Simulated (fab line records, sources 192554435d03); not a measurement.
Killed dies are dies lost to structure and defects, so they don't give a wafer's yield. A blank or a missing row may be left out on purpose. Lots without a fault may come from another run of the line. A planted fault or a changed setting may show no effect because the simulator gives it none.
A struck lot beside a sound one | flow n5_finfet | 17 steps out of a route of 1938
Sound: wafers L667.1, L667.3, L667.4. Struck: wafer L662.3. (L662.1 of the same lot was not struck and is left out.) The cause comes at the end.
At each step with rows: each side's tool, then ch and its chambers, then its first start. Under that, the readings that differ: sound wafers | struck wafers | difference of the means | sigmas: that difference in standard deviations of wafers without a fault.
alike: readings whose means differ by less than 2 such deviations, and words and numbers that are the same on both sides. not compared: withheld readings, readings that some wafer has no value for, bounds like >300 that may hide the same value, and numbers for which the record gives no deviation and whose values overlap.
The two part at a step that has a row with sigmas, a row that says differs or no value, or rows on one side only. Numbers that don't overlap but have no deviation are shown without sigmas and don't part them. A reading that every wafer of one side lacks parts them only if that side has two wafers or more.

N5_BEOL_M0_SAQP_INSPECT_16: inspects for defects (brightfield).
  sound on defect_inspect-02, day 9 21:22; struck on defect_inspect-01, day 7 13:31
  alike: raw_defect_count
N5_BEOL_M0_SAQP_DESCUM_19: chemistry O2, time 7.9 s.
  sound on rie_diel-04 ch 1,2,3, day 9 21:24; struck on rie_diel-01 ch 2, day 7 13:39
  alike: drypump_motor_current_A, o2_flow_sccm, oes_product_au, rf_vpp_V, showerhead_plenum_p_Torr, throttle_valve_pct
  not compared: rf_hours_counter_h
N5_BEOL_M0_SAQP_ETCH_83: etches SiARC in CF4, target depth 39 nm, time 65 s.
  sound on rie_diel-04 ch 1,2,3, day 9 21:26; struck on rie_diel-01 ch 2, day 7 13:41
  alike: drypump_motor_current_A, etch_rf_on_time_s, oes_product_au, rf_vpp_V, showerhead_plenum_p_Torr, throttle_valve_pct
  not compared: rf_hours_counter_h
then, 4 steps without rows for these wafers: N5_BEOL_M0_SAQP_ETCH_84 (etches SOC in N2/H2, target depth 100 nm, overetch 20 nm, time 150 s); N5_BEOL_M0_SAQP_STRIP_80 (strips in N2/H2); N5_BEOL_M0_SAQP_HM_OPEN_112 (chemistry CHF3/O2, target SiO2, stops on a-Si, target depth 12 nm, time 13.5 s); N5_BEOL_M0_SAQP_STRIP_113 (strips in CHF3/O2).
N5_BEOL_M0_SAQP_MANDREL_ETCH_20: etches a-Si in HBr/Cl2, stops on SiNx, target depth 60 nm, bt time 10 s, time 30 s.
  sound on rie_si-06 ch 1,2,3, day 9 21:41; struck on rie_si-05 ch 2, day 7 13:55
  alike: drypump_motor_current_A, oes_product_au, throttle_valve_pct
  not compared: rf_hours_counter_h
N5_BEOL_M0_SAQP_STRIP_86: strips in N2/H2.
  sound on rie_diel-01 ch 0,1,2, day 9 21:50; struck on rie_diel-01 ch 1, day 7 14:27
  alike: drypump_motor_current_A, n2_flow_sccm, oes_product_au, rf_vpp_V, showerhead_plenum_p_Torr, throttle_valve_pct
  not compared: rf_hours_counter_h
then, 2 steps without rows for these wafers: N5_BEOL_M0_SAQP_STRIP_115 (strips in post etch residue remover, time 60 s); N5_BEOL_M0_SAQP_SRD_93 (time 30 s).
N5_BEOL_M0_SAQP_RECESS_114: chemistry HF/NH3, target SiO2, target depth 14.4 nm, afs cycles 3, sublimation time 60 s.
  sound on vapor_etch-01 ch 0,1, day 9 21:58; struck on vapor_etch-01 ch 0, day 7 14:35
  alike: drypump_motor_current_A, foreline_p_Torr
N5_BEOL_M0_SAQP_SPACER1_ALD_98: deposits SiO2, target thk 12.8 nm, pulse time 1 s, purge time 2 s.
  sound on ald_sin-02 ch 0,1,3, day 9 22:40; struck on ald_sin-03 ch 1, day 7 14:58
  reading                                               | sound        | struck | difference | sigmas
  ald_cycles                                            | 138 138 138  | 131    | -7         |
  model.SiO2_of_BEOL_M0_SAQP_SPACER1_ALD_98.thk_nm (nm) | 13 12.8 12.8 | 12.2   | -0.7       |
  alike: heater_power_w, precursor_pulse_height_rel
then, 1 step without rows for these wafers: N5_BEOL_M0_SAQP_SPACER1_ETCHBACK_99 (etches SiO2 in CHF3/O2, target depth 15.4 nm, time 7.7 s).
N5_BEOL_M0_SAQP_MANDREL1_REMOVE_100: chemistry HBr/Cl2/O2, target a-Si, stops on SiNx, bt time 10 s.
  sound on rie_si-02 ch 0,1,2, day 9 23:19; struck on rie_si-02 ch 1, day 7 15:35
  reading                                               | sound        | struck | difference | sigmas
  model.BEOL_M0_SAQP.cd_nm (nm)                         | 13 12.8 12.8 | 12.2   | -0.7       |
  model.SiO2_of_BEOL_M0_SAQP_SPACER1_ALD_98.thk_nm (nm) | 7.6 7.4 7.4  | 6.8    | -0.7       |
  alike: drypump_motor_current_A, oes_product_au, throttle_valve_pct
  not compared: rf_hours_counter_h
N5_BEOL_M0_SAQP_CD_MEAS_25: target cd 13.1 nm.
  sound on cd_sem-01 ch 0, day 9 23:25; struck on cd_sem-02 ch 0, day 7 15:41
  alike: cd_nm
-- the record jumps here: 2 days lie between the struck wafers' starts before and after (it left off in module BEOL_M0_SAQP and takes up again in module BEOL_M4, whose first step shown is number 1111 of the route) --
N5_BEOL_M4_RC_MEAS_101:
  sound on prober-02 ch 0, day 11 23:39; struck on prober-01 ch 0, day 9 22:44
  alike: DIBL_N, DIBL_P, IOFF_N, IOFF_P, ION_N, ION_P, SS_N, SS_P, VT_N, VT_P

WHERE THEY PART
Nowhere in this record.

WHY: what the simulator had put in
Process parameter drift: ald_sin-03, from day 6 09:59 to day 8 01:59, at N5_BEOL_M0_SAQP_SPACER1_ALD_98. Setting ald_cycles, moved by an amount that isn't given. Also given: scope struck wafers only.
